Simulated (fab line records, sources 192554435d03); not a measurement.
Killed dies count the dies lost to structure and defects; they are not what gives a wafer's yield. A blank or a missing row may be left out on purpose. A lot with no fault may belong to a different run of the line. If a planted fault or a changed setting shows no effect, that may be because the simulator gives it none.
fab line records -- flow n5Finfet
record: lots: 4, wafers: 10, lastDay: 17
route steps=1938 shown SD_EPI_N@269 SD_EPI_P@295 BEOL_M4@1111 PASSIVATION@1936
lots with no fault: from the same line, run without faults
startH: the number of hours between the record's first day and the start of the first shown wafer of the lot -- waitH: how many hours have passed since the lot's step before this one -- " same as the row above -- L1.1+2: a row that stands for several wafers -- - value missing, or start not given -- * or withheld: withheld -- < > ~ a bound
route shown NAME@n: names a module that has steps shown in the file, with the first one's number in the route -- usual: mean/standard deviation taken from wafers without a fault -- same: alike in all rows -- chamber/n: place in a boat -- sites: readings site by site -- _std_site: how widely they spread, as a standard deviation -- _edge_site: outer sites' mean less inner sites' -- radiusMm: how far each site lies from the wafer's centre -- mask NAME#n: copy n -- behind: tool/chamber where the wafer was last shaped -- hold: cause of the lot's hold/its duration in hours/its outcome -- device: which transistor (n, p or np) failed to switch -- end of line: at the end of the route, the tests of the same wafers -- a step with no rows: only its recipe -- killed: not the wafer's yield, but the dies lost to structure and defects at the first sort -- map: the dies of a wafer, with x for killed, . for not killed, _ for no die there
set.NAME: setting as actually run; set.NAME@STEP: the setting as run at that earlier step -- model.NAME: the simulator's own value behind a step, which no gauge read
lots at selected steps of the route; one table per step, one row per wafer
services: from which hour (startH, from the record's first day; less than 0 if before it) a tool's chamber was out of use, for how many hours, and why
== steps ==
step: N5_SD_EPI_N_DEVELOP_08
recipe: developTimeS: 30, developer: TMAH, resist: CAR-ArF-block, devTempC: 23, rinseLiquid: diw, dry: airSpin
step: N5_SD_EPI_N_DESCUM_14
recipe: chemistry: O2, timeS: 7.9, sourcePowerW: 50, biasPowerW: 20, pressureMtorr: 20, rfFrequencyHz: 2.712e+07, tempC: 40, resist: CAR-ArF-block, o2FlowSccm: 225
step: N5_SD_EPI_N_ETCH_34
recipe: chemistry: CF4, target: SiARC, targetDepthA: 455, maskMaterial: CAR-ArF-block, timeS: 75.8, ionEnergyEv: 80, pressureMtorr: 40, sourceW: 545, biasW: 36, Ar_flow_sccm: 100, cf4FlowSccm: 100, ends: cleared
step: N5_SD_EPI_N_ETCH_35
recipe: chemistry: N2/H2, target: SOC, overetchA: 1080, maskMaterial: SiARC, tempC: 40, ionEnergyEv: 100, sourceW: 3000, biasW: 133, pressureMtorr: 20, timeS: 486, n2FlowSccm: 200, h2FlowSccm: 200
step: N5_SD_EPI_N_STRIP_36
recipe: chemistry: N2/H2, tempC: 40, n2FlowSccm: 200, h2FlowSccm: 200, rfFrequencyHz: 6e+07
step: N5_SD_EPI_N_ETCHBACK_44
recipe: chemistry: CH3F/O2, mode: anisotropicEtchback, target: SiNx, targetDepthA: 145, stopOn: SiO2, overEtchFrac: 0.3, ionEnergyEv: 120, pressureMtorr: 30, sourceW: 395, biasW: 73, Ar_flow_sccm: 150, CH3F_flow_sccm: 30, O2_flow_sccm: 20
step: N5_SD_EPI_N_ETCH_45
recipe: chemistry: CH3F/O2, target: SiOCN, targetDepthA: 60, maskMaterial: SOC, ionEnergyEv: 60, biasW: 29, pressureMtorr: 15, sourceW: 410, Ar_flow_sccm: 150, CH3F_flow_sccm: 30, O2_flow_sccm: 20
step: N5_SD_EPI_N_ETCH_16
recipe: chemistry: CHF3/O2, target: SiO2, targetDepthA: 50, maskMaterial: SOC, pressureMtorr: 30, sourceW: 650, biasW: 170, Ar_flow_sccm: 200, CHF3_flow_sccm: 50, O2_flow_sccm: 5, ionEnergyEv: 200
step: N5_SD_EPI_N_STRIP_47
recipe: chemistry: CHF3/O2, resist: SiARC, rfFrequencyHz: 6e+07
step: N5_SD_EPI_N_SD_RECESS_17
recipe: chemistry: HBr/Cl2/O2, targetDepthA: 410, maskMaterial: SOC, timeS: 23.7, btTimeS: 3, pressureMtorr: 10, icpW: 800, biasW: 112, HBr_flow_sccm: 150, Cl2_flow_sccm: 80, O2_flow_sccm: 12
usual: drypumpMotorCurrentA: 5.8/0.48, heBacksideLeakSccm: 2.9/0.35, mfcCl2Sccm: 80.03/0.23, oesProductAu: 0.999/0.015, throttleValvePct: 37.05/0.26
lot.wafer,tool,chamber,startH,waitH,drypumpMotorCurrentA,heBacksideLeakSccm,mfcCl2Sccm,oesProductAu,rfHoursCounterH,throttleValvePct,model.etch.depthNm,model.SD_EPI_N.featureDepthNm,model.Si_of_WELL_APT_EPI_41.thkNm
L496.1,rieSi-03,1,74.65,0.0,6.2,2.6,80.14,0.989,25,37.14,41.19,41.2,8.4
L496.2,rieSi-03,0,74.65,0.0,5.8,2.9,80.29,0.983,72,36.86,40.78,40.8,9.2
L496.5,rieSi-03,3,74.65,0.0,5.7,3.2,79.94,1.010,-,36.80,41.72,41.8,8.2
L499.3,rieSi-03,2,91.52,0.0,6.0,2.9,79.84,0.992,163,36.81,41.55,41.6,8.8
L499.5,rieSi-03,2,91.52,0.0,6.0,2.9,80.17,0.998,-,36.80,26.25,26.2,23.2
L502.1,rieSi-03,3,109.48,0.0,5.8,3.1,80.25,1.007,28,36.82,26.34,26.4,22
L502.3,rieSi-03,1,109.48,0.0,6.2,2.7,80.00,0.995,26,37.15,41.49,41.4,7.4
L510.4,rieSi-01,0,157.80,0.0,5.2,2.8,80.43,0.987,28,36.44,41.54,41.6,8.6
L510.5,rieSi-01,0,157.80,0.0,5.2,2.7,79.81,0.994,-,36.45,41.81,41.8,8
L510.6,rieSi-01,3,157.80,0.0,5.0,2.4,80.11,0.997,-,37.07,42.08,42,7.4
step: N5_SD_EPI_N_STRIP_38
recipe: chemistry: N2/H2, powerW: 1000, tempC: 250, h2Frac: 0.65, overashFraction: 0.3, pressureMtorr: withheld, n2FlowSccm: 1750, h2FlowSccm: 3250
step: N5_SD_EPI_N_WET_ETCH_43
recipe: chemistry: dHF, dilution: withheld, timeS: 14, target: SiO2, targetDepthA: 15, tempC: 25
step: N5_SD_EPI_N_STRIP_18
recipe: chemistry: SPM, timeS: 750, tempC: 130, h2so4H2o2VolRatio: 4
lot.wafer,tool,chamber,startH,waitH,model.Si_of_WELL_APT_EPI_41.thkNm
L496.1,wetBench-04,6,74.84,0.0,8
L496.2,wetBench-04,5,74.84,0.0,8.8
L496.5,wetBench-04,4,74.84,0.0,7.8
L499.3,wetBench-02,2,91.71,0.0,8.6
L499.5,wetBench-02,6,91.71,0.0,22.8
L502.1,wetBench-02,5,109.67,0.0,21.8
L502.3,wetBench-02,0,109.67,0.0,7
L510.4,wetBench-04,3,158.00,0.0,8.2
L510.5,wetBench-04,7,158.00,0.0,7.8
L510.6,wetBench-04,0,158.00,0.0,7.2
step: N5_SD_EPI_N_SRD_20
recipe: dry: ipaMarangoni, doPpb: 5, timeS: 30, tempC: 23, rinseLiquid: diw
step: N5_SD_EPI_N_PRECLEAN_48
recipe: chemistry: NF3:NH3, afsCycles: 2, tempC: 30, timeS: 20, sublimationTempC: 180, sublimationTimeS: 60, pressureTorr: 3, rfPowerW: 30
step: N5_SD_EPI_N_VAPOR_ETCH_50
recipe: chemistry: HCl, target: Si, tempC: 775, timeS: 54, pressureTorr: 20, mode: isotropic
step: N5_SD_EPI_N_EPI_21
recipe: material: Si:P, dopant: P, tempC: 680, pressureTorr: 255, timeS: 690
step: N5_SD_EPI_N_PRECLEAN_24
recipe: chemistry: O3/DIW, timeS: 60, tempC: 22, o3Ppm: 10
step: N5_SD_EPI_N_SRD_25
recipe: timeS: 30, tempC: 23, rinseLiquid: diw, dry: ipaMarangoni
step: N5_SD_EPI_N_PRECLEAN_49
recipe: chemistry: NF3:NH3, afsCycles: 1, tempC: 30, timeS: 20, sublimationTempC: 180, sublimationTimeS: 60, pressureTorr: 3, rfPowerW: 30
step: N5_SD_EPI_N_LINER_46
recipe: material: SiNx, targetThkA: 30, tempC: 400, aldPrecursorFamily: SiH2I2, aldCoReactant: N2/H2-plasma, pressureTorr: 2
step: N5_SD_EPI_P_COAT_34
recipe: resist: SOC, tempC: 250, timeS: 60, spinRpm: 1500, resistThkNm: 350
step: N5_SD_EPI_P_COAT_35
recipe: resist: SiARC, tempC: 220, timeS: 60, spinRpm: 1500, resistThkNm: 35
step: N5_SD_EPI_P_COAT_03
recipe: resist: CAR-ArF-block, spinRpm: 1500, resistThkNm: 150
step: N5_SD_EPI_P_EBR_05
recipe: solvent: PGMEA, ebrWidthMm: 1.5
step: N5_SD_EPI_P_SOFTBAKE_04
recipe: tempC: 110, timeS: 60, resist: CAR-ArF-block
step: N5_SD_EPI_P_EXPOSE_06
recipe: maskId: SD_P_BLK, na: 1.35, sourceShape: conventional, sigmaOuter: 0.8, polarization: unpolarized, targetCdNm: 240, doseMj: 39.5
step: N5_SD_EPI_P_PEB_07
recipe: pebTempC: 110, pebTimeS: 60, resist: CAR-ArF-block
step: N5_SD_EPI_P_DEVELOP_08
recipe: developTimeS: 30, developer: TMAH, resist: CAR-ArF-block, devTempC: 23, rinseLiquid: diw, dry: airSpin
step: N5_SD_EPI_P_DESCUM_14
recipe: chemistry: O2, timeS: 7.9, sourcePowerW: 50, biasPowerW: 20, pressureMtorr: 20, rfFrequencyHz: 2.712e+07, tempC: 40, resist: CAR-ArF-block, o2FlowSccm: 225
step: N5_SD_EPI_P_ETCH_36
recipe: chemistry: CF4, target: SiARC, targetDepthA: 455, maskMaterial: CAR-ArF-block, timeS: 75.8, ionEnergyEv: 80, pressureMtorr: 40, sourceW: 545, biasW: 36, Ar_flow_sccm: 100, cf4FlowSccm: 100, ends: cleared
step: N5_SD_EPI_P_ETCH_37
recipe: chemistry: N2/H2, target: SOC, overetchA: 1080, maskMaterial: SiARC, tempC: 40, ionEnergyEv: 100, sourceW: 3000, biasW: 133, pressureMtorr: 20, timeS: 486, n2FlowSccm: 200, h2FlowSccm: 200, ends: endPoint
step: N5_SD_EPI_P_STRIP_38
recipe: chemistry: N2/H2, tempC: 40, n2FlowSccm: 200, h2FlowSccm: 200, rfFrequencyHz: 6e+07
step: N5_SD_EPI_P_ETCHBACK_46
recipe: chemistry: CH3F/O2, mode: anisotropicEtchback, target: SiNx, targetDepthA: 175, stopOn: SiO2, overEtchFrac: 0.3, ionEnergyEv: 120, pressureMtorr: 30, sourceW: 395, biasW: 73, Ar_flow_sccm: 150, CH3F_flow_sccm: 30, O2_flow_sccm: 20
step: N5_BEOL_M4_RC_MEAS_101
usual: CJ_N: 4.39/0.072, DIBL_N: 36.3/1.6, DIBL_P: 36.5/1.6, IOFF_N: 0.163/0.026, IOFF_N_LONG: 5.56e-05/2.1e-06, IOFF_P: 0.22/0.033, ION_N: 676/9.9, ION_P: 464/6.5, REXT_N: 74.7/1.8, SS_N: 71.5/0.5, SS_P: 73.3/0.64, VT_N: 249.3/2.9, VT_N_LVT: 98.2/2.8, VT_P: -250/3.2
lot.wafer,tool,chamber,startH,waitH,CJ_N,DIBL_N[mV/V],DIBL_P[mV/V],IOFF_N[nA/um],IOFF_N_LONG[nA/um],IOFF_P[nA/um],ION_N[uA/um],ION_P[uA/um],REXT_N[ohm.um],SS_N[mV/dec],SS_P[mV/dec],VT_N[mV],VT_N_LVT[mV],VT_P[mV]
L496.1,prober-01,0,206.22,0.0,4.39,37.0,36.9,0.160,5.48e-05,0.21,692,466,74.0,71.8,73.5,249.2,96.5,-252
L496.2,prober-01,0,206.22,0.0,4.35,37.8,38.6,0.189,5.45e-05,0.25,680,470,74.6,72.1,74.1,245.7,93.9,-248
L496.5,prober-01,0,206.22,0.0,4.47,37.6,37.8,0.175,5.49e-05,0.23,687,470,74.1,71.6,73.4,247.4,94.0,-249
L499.3,prober-01,0,225.18,0.6,4.41,38.8,38.8,0.200,5.86e-05,0.31,682,468,76.6,72.0,73.7,247.6,97.1,-244
L499.5,prober-01,0,225.18,0.6,2.58,32.9,36.7,0.098,5.05e-05,0.27,551,466,89.9,71.2,73.2,259.3,109.1,-244
L502.1,prober-02,0,254.38,0.0,2.55,31.7,36.2,0.103,4.84e-05,0.22,556,464,89.6,70.7,73.8,258.2,105.4,-248
L502.3,prober-02,0,254.38,0.0,4.43,35.1,35.2,0.147,5.68e-05,0.20,685,475,75.6,71.0,73.3,250.1,98.7,-250
L510.4,prober-01,0,283.08,0.5,4.38,37.4,36.6,0.164,5.38e-05,0.23,691,472,71.9,71.9,72.7,245.5,97.2,-246
L510.5,prober-01,0,283.08,0.5,4.42,37.8,36.6,0.180,5.46e-05,0.22,690,474,71.9,71.4,72.9,244.9,94.7,-247
L510.6,prober-01,0,283.08,0.5,4.48,37.0,35.2,0.155,5.5e-05,0.20,674,466,71.7,72.0,72.9,251.6,99.2,-248
step: N5_PASSIVATION_PROBE_49
usual: defectLimitedYield: 91.2/1.5, killed_at_M0_to_M3: 32/9.6, killed_at_M4_up: 13/5.3, killedAtContacts: 13/6.7, killedAtFrontEnd: 42/11, killedAtOther: 3.8/2.9, killedDies: 103/17, killedOpen: 67/13, killedShort: 35/7.9, sort_bin_5_function: 5.2/0.94, sort_bin_6_memory: 3.3/0.64, sort_bin_8_speed: 0/0, sortNPass: 1077/17, sortYieldPct: 91.2/1.5
same: grossDies: 1180, killedAtBackSide: 0, sort_bin_4_leakage[%]: 0
lot.wafer,tool,chamber,startH,waitH,defectLimitedYield[%],killed_at_M0_to_M3,killed_at_M4_up,killedAtContacts,killedAtFrontEnd,killedAtOther,killedDies,killedOpen,killedShort,sort_bin_5_function[%],sort_bin_6_memory[%],sort_bin_8_speed[%],sortNPass,sortYieldPct[%]
L496.1,prober-01,-,318.37,0.0,92.8,29,15,13,27,1,85,58,24,4.3,2.4,0,1095,92.8
L496.2,prober-01,-,318.42,0.1,91.9,29,5,12,41,8,95,56,35,4.9,2.6,0,1085,91.9
L496.5,prober-01,-,318.57,0.2,93.4,35,8,9,23,3,78,53,23,3.6,2.5,0,1102,93.4
L499.3,prober-02,-,328.44,0.1,91.7,24,16,23,31,4,98,60,35,4.9,3.1,0,1082,91.7
L499.5,prober-02,-,328.54,0.2,90.5,32,8,19,52,1,112,79,32,5.5,3.9,90.51,0,0
L502.1,prober-02,-,358.25,0.0,90.8,53,9,5,34,7,108,68,40,5.1,3.7,90.85,0,0
L502.3,prober-02,-,358.35,0.1,89.2,38,13,18,51,7,127,87,39,6.2,4.0,0,1053,89.2
L510.4,prober-02,-,414.81,0.2,89.2,33,13,27,52,2,127,80,44,6.4,3.7,0,1053,89.2
L510.5,prober-02,-,414.86,0.2,91.1,32,12,23,34,4,105,77,25,5.5,3.2,0,1075,91.1
L510.6,prober-02,-,414.91,0.3,89.5,41,9,25,46,3,124,78,43,6.6,3.6,0,1056,89.5
killed by level:class
L496.1 MOL_CONTACT_COAG:geometricParticle:open=11 FIN_SAQP:geometricParticle:open=7 GATE_CUT:geometricParticle:short=6 BEOL_M3:geometricParticle:open=6 BEOL_M2:geometricParticle:open=5 BEOL_M0_SAQP:geometricParticle:open=4 DUMMY_GATE:geometricParticle:open=3 BEOL_M0_SAQP:geometricParticle:short=3
L496.2 FIN_SAQP:geometricParticle:open=11 MOL_CONTACT_COAG:geometricParticle:open=11 FIN_SAQP:geometricParticle:short=8 BEOL_M0:geometricParticle:open=5 BEOL_M3:geometricParticle:open=5 STARTING-WAFER:geometricParticle:open=5 BEOL_M1:geometricParticle:short=4 GATE_CUT:geometricParticle:open=3
L496.5 FIN_SAQP:geometricParticle:open=9 BEOL_M1:geometricParticle:open=9 BEOL_M2:geometricParticle:open=9 BEOL_M0_SAQP:geometricParticle:open=6 MOL_CONTACT_COAG:geometricParticle:open=5 BEOL_M0_SAQP:geometricParticle:short=5 MOL_CONTACT_COAG:geometricParticle:short=4 BEOL_M3:geometricParticle:open=4
L499.3 MOL_CONTACT_COAG:geometricParticle:open=18 BEOL_M4:geometricParticle:open=9 BEOL_M0_SAQP:geometricParticle:short=8 FIN_SAQP:geometricParticle:short=7 FIN_SAQP:geometricParticle:open=5 MOL_CONTACT_COAG:geometricParticle:short=5 BEOL_M0_SAQP:geometricParticle:open=5 STI_FIN_REVEAL:geometricParticle:open=3
L499.5 FIN_SAQP:geometricParticle:open=23 MOL_CONTACT_COAG:geometricParticle:open=16 FIN_SAQP:geometricParticle:short=11 BEOL_M3:geometricParticle:open=7 BEOL_M2:geometricParticle:open=6 STI_FIN_REVEAL:geometricParticle:open=6 BEOL_M0_SAQP:geometricParticle:short=6 DUMMY_GATE:geometricParticle:open=5
L502.1 BEOL_M0_SAQP:geometricParticle:open=21 BEOL_M3:geometricParticle:open=13 BEOL_M0_SAQP:geometricParticle:short=9 DUMMY_GATE:geometricParticle:open=6 GATE_CUT:geometricParticle:short=6 FIN_SAQP:geometricParticle:short=4 FIN_SAQP:geometricParticle:open=4 DUMMY_GATE:geometricParticle:short=3
L502.3 MOL_CONTACT_COAG:geometricParticle:open=16 STI_FIN_REVEAL:geometricParticle:open=13 BEOL_M0_SAQP:geometricParticle:short=10 BEOL_M0_SAQP:geometricParticle:open=10 FIN_SAQP:geometricParticle:open=8 BEOL_M3:geometricParticle:open=8 GATE_CUT:geometricParticle:short=7 FIN_SAQP:geometricParticle:short=6
L510.4 MOL_CONTACT_COAG:geometricParticle:open=21 FIN_SAQP:geometricParticle:short=15 STI_FIN_REVEAL:geometricParticle:open=12 FIN_SAQP:geometricParticle:open=9 BEOL_M2:geometricParticle:open=8 BEOL_M0_SAQP:geometricParticle:short=8 BEOL_M1:geometricParticle:open=7 BEOL_M0_SAQP:geometricParticle:open=6
L510.5 MOL_CONTACT_COAG:geometricParticle:open=19 STI_FIN_REVEAL:geometricParticle:open=12 FIN_SAQP:geometricParticle:open=8 BEOL_M2:geometricParticle:open=7 BEOL_M0_SAQP:geometricParticle:open=7 BEOL_M0_SAQP:geometricParticle:short=6 BEOL_M4:geometricParticle:open=5 BEOL_M1:geometricParticle:open=5
L510.6 MOL_CONTACT_COAG:geometricParticle:open=16 FIN_SAQP:geometricParticle:open=15 BEOL_M2:geometricParticle:open=13 FIN_SAQP:geometricParticle:short=10 MOL_CONTACT_COAG:geometricParticle:short=9 BEOL_M0_SAQP:geometricParticle:short=6 GATE_CUT:geometricParticle:short=5 BEOL_M0_SAQP:geometricParticle:open=5
map L499.5 (x killed, . not)
_________________......x....x________________
______________...............xx._____________
___________........................__________
__________................x........._________
________.....x...........x........x..._______
_______...............................x______
______..........xx.................x..x._____
_____...........................x........____
____.x....x......................x........___
___................x.......................__
___........xx.....x..x.x.......x...........__
__.....x.......x...x.........x...x..x......._
__..x...x....x........x......x...x....x....._
_....x......x..........................x..x..
_.......x...........x.....x........x.x....x..
_......x.........x..x..x.....x.......x......x
_...........x.x..............x.......x.......
_x....................x.............x...x....
_.x....xx...x...........x........x..x...x.x..
_................x...........................
_...xx..x..x............x.................x..
__........xxx..............................._
__.............x.........x....x....x........_
___.....x.x.....................x.........x__
___.......................................x__
____...........x........x.....x...........___
_____........x.....x.....................____
______.....x........x.x..x...........x.x_____
_______.................x..............______
________x...xx........xx.......x......_______
__________.........................._________
___________.......................x__________
______________....x...x........._____________
_________________.....x......________________
map L502.3 (x killed, . not)
_________________...........x________________
______________.............x...._____________
___________x...........x....x......__________
__________............x............._________
________................x......x......_______
_______.x..xx...x.x..........x.x.......______
______.............................x...._____
_____x....x...x........................x.____
____......xx.x........................x...___
___..................x..............x.x....__
___.....................x.....x........x..x__
__..............x.....x.............xx...x.._
__......x........xx....x....xx........x..x.._
_...x...x...............x.x......x.....x..x..
_...........x.....x..................x.......
_..............x.....xx.............x.x.....x
_...........x.x......................xx...x..
_......x....xxx........x.........x.x...x.....
_......x.x.............x.x.............x.....
_.x..x.................x.....................
_..x...........xx............................
__...x.........x.xx.................x......._
__........x.............x..................._
___..............x.......x.xx......x.......__
___.............x..........................__
____....xx.......x.x.....xx.x.............___
_____...................x..x.......x.....____
______............x...x.......x.....x..._____
_______..x.....x.........x.....x.....x.______
________......x...................xx.._______
__________......x....x.........x...._________
___________.x........x.x...........__________
______________......x.....x....._____________
_________________............________________
== services ==
tool,chamber,startH,hours,kind
wetBench-04,-,151.63,1.1,repair
== key ==
firstSign: step: N5_BEOL_M4_RC_MEAS_101, reading: CJ_N, direction: down, sigmas: 26, usual: 4.39, struck: 2.57
effect: step: N5_BEOL_M4_RC_MEAS_101, reading: ION_N, direction: down, sigmas: 12, usual: 676, struck: 554
effect: step: N5_BEOL_M4_RC_MEAS_101, reading: REXT_N, direction: up, sigmas: 8.5, usual: 74.7, struck: 89.8
effect: step: N5_BEOL_M4_RC_MEAS_101, reading: VT_N_LVT, direction: up, sigmas: 3.3, usual: 98.2, struck: 107.3
effect: step: N5_BEOL_M4_RC_MEAS_101, reading: VT_N, direction: up, sigmas: 3.2, usual: 249.3, struck: 258.8
effect: step: N5_BEOL_M4_RC_MEAS_101, reading: IOFF_N_LONG, direction: down, sigmas: 2.9, usual: 5.56e-05, struck: 4.94e-05
effect: step: N5_BEOL_M4_RC_MEAS_101, reading: DIBL_N, direction: down, sigmas: 2.5, usual: 36.3, struck: 32.3
effect: step: N5_PASSIVATION_PROBE_49, reading: sort_bin_8_speed, direction: up, sigmas: 99+, usual: 0, struck: 90.68
modelEffect: step: N5_SD_EPI_N_SD_RECESS_17, value: etch.depthNm, without: 41.36, struck: 26.3
modelEffect: step: N5_SD_EPI_N_STRIP_18, value: Si_of_WELL_APT_EPI_41.thkNm, without: 7.2, struck: 22.3
metAt N5_SD_EPI_N_SD_RECESS_17
struckWafers L499.5,L502.1
onsetBetween 74.65 91.52
fault: kind: processParameterDrift, tool: rieSi-03, chamber: -, onsetH: 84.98, steps: N5_SD_EPI_N_SD_RECESS_17, channel: timeS, offset: *, shape: step, endH: 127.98, scope: struckWafersOnly, actsIn: *, stated: *
